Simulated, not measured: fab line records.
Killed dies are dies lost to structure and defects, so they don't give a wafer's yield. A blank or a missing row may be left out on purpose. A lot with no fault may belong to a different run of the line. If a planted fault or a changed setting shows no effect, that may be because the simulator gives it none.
8D (eight disciplines) problem report, filled in by code / flow n5Finfet / the parts of the form that need people (team, actions taken, sign-off) are left out

## 1. WHAT WENT WRONG
Across 3 wafers from 3 lots, M7_THK at N5_BEOL_M7_THK_MEAS_53 averages 179.8 nm, while fault-free wafers read 76.0 nm with a standard deviation of 2.2. Measured from the usual mean, that is +47 standard deviations.
The step: measures by xrf.
First observed at day 13 00:46: wafer L231.1, on filmMetro-01. The record has a number at this step for 22 wafers belonging to 9 lots. Rule for "out", or "out of limits": more than 4 standard deviations from the usual mean. Any other wafer with a number is counted as sound.

## 2. WHAT IT IS; WHAT IT IS NOT
question=which readings at this step | is=M7_THK | is not=-
question=which lots | is=L231, L232, L237 | is not=L226, L229, L230, L234, L238, L240
question=which wafers of those lots | is=L231.1, L232.1, L237.1 | is not=L231.5, L232.5, L237.3
question=read on which gauges | is=filmMetro-01, filmMetro-02 | is not=-
question=when | is=from day 13 00:46 | is not=up to then (8 sound wafers); but 11 sound wafers of L232, L234, L237, L238, L240 came after

## 3. SUSPECTS, AND WHAT RULES EACH OUT
Counting: any tool at a process step up to the reading remains a suspect provided it ran every lot that is out. Sound lots after the first of them don't rule it out here, since some wafers of a struck lot are sound.
- the gauge at N5_BEOL_M7_THK_MEAS_53 is ruled out. 2 gauges (filmMetro-01, filmMetro-02) read the wafers that are out.
- cmp-01 at N5_BEOL_M7_CMP_52 (polishes, stops on SiCOH lowk, t overpolish 6.9 s, target thk 80 nm): kept. Ran every lot that is out, first one L231 (day 13 00:32); last sound lot up to then L230 (day 12 10:16). Out on those wafers are its own readings of barrierFieldEndpointS, overpolishRunS, timeToEndpointS.
The count leaves cmp-01 at N5_BEOL_M7_CMP_52.

## 4. THE CAUSE (what the simulator had put in)
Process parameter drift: cmp-01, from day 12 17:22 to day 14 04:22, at N5_BEOL_M7_CMP_52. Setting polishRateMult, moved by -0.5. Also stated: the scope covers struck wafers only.
Counting left only this tool.

## 5. THE CHAIN OF EFFECTS, in route order
One row per reading whose mean, taken over the struck wafers that have a number, lies over 3 standard deviations from the usual. Only readings for which the record gives a usual standard deviation are gone through. hours: the time from each lot's start at the first step in this table that gives one to its start at this step, as a median over the lots. sigmas: the change in usual standard deviations.
hours=0; step=N5_BEOL_M7_CMP_52; reading=barrierFieldEndpointS; usual=29.0 s; on struck wafers=46.7; change=+17.7; sigmas=+22
hours=0; step=N5_BEOL_M7_CMP_52; reading=overpolishRunS; usual=6.900 s; on struck wafers=0.036; change=-6.864; sigmas=-99 or more
hours=0; step=N5_BEOL_M7_CMP_52; reading=timeToEndpointS; usual=62 s; on struck wafers=81; change=+19; sigmas=+5.3
hours=0; step=N5_BEOL_M7_THK_MEAS_53; reading=M7_THK; usual=76.0 nm; on struck wafers=179.8; change=+103.8; sigmas=+47
hours=0; step=N5_BEOL_M7_INSPECT_58; reading=rawDefectCount; usual=74; on struck wafers=1210; change=+1136; sigmas=+45
hours=67; step=N5_PASSIVATION_PROBE_49; reading=defectLimitedYield; usual=90.9 %; on struck wafers=0.0; change=-90.9; sigmas=-61
hours=67; step=N5_PASSIVATION_PROBE_49; reading=killed_at_M4_up; usual=13; on struck wafers=1092; change=+1079; sigmas=+99 or more
hours=67; step=N5_PASSIVATION_PROBE_49; reading=killedDies; usual=107; on struck wafers=1180; change=+1073; sigmas=+60
hours=67; step=N5_PASSIVATION_PROBE_49; reading=killedOnRim; usual=14; on struck wafers=152; change=+138; sigmas=+32
hours=67; step=N5_PASSIVATION_PROBE_49; reading=sortNPass; usual=1073; on struck wafers=0; change=-1073; sigmas=-60
hours=67; step=N5_PASSIVATION_PROBE_49; reading=sortYieldPct; usual=90.9 %; on struck wafers=0.0; change=-90.9; sigmas=-61
Here are the process steps it includes:
- N5_BEOL_M7_CMP_52: polishes, stops on SiCOH lowk, t overpolish 6.9 s, target thk 80 nm.
- N5_PASSIVATION_PROBE_49

## 6. HOW IT WOULD HAVE BEEN CAUGHT EARLIER
Counted from the fault's start at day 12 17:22, it took 7 hours until the first out-of-limits reading at a measuring or inspecting step in this record, taken at day 13 00:46.
Tool's own readings at N5_BEOL_M7_CMP_52, barrierFieldEndpointS, overpolishRunS, timeToEndpointS: out on all struck wafers the step has rows for; an alarm limit on them would have tripped on the first.
Lots out: 3; of these, L232, L237 started N5_BEOL_M7_CMP_52 on cmp-01 after day 13 00:46. A hold on the tool at that time would have spared those 2.
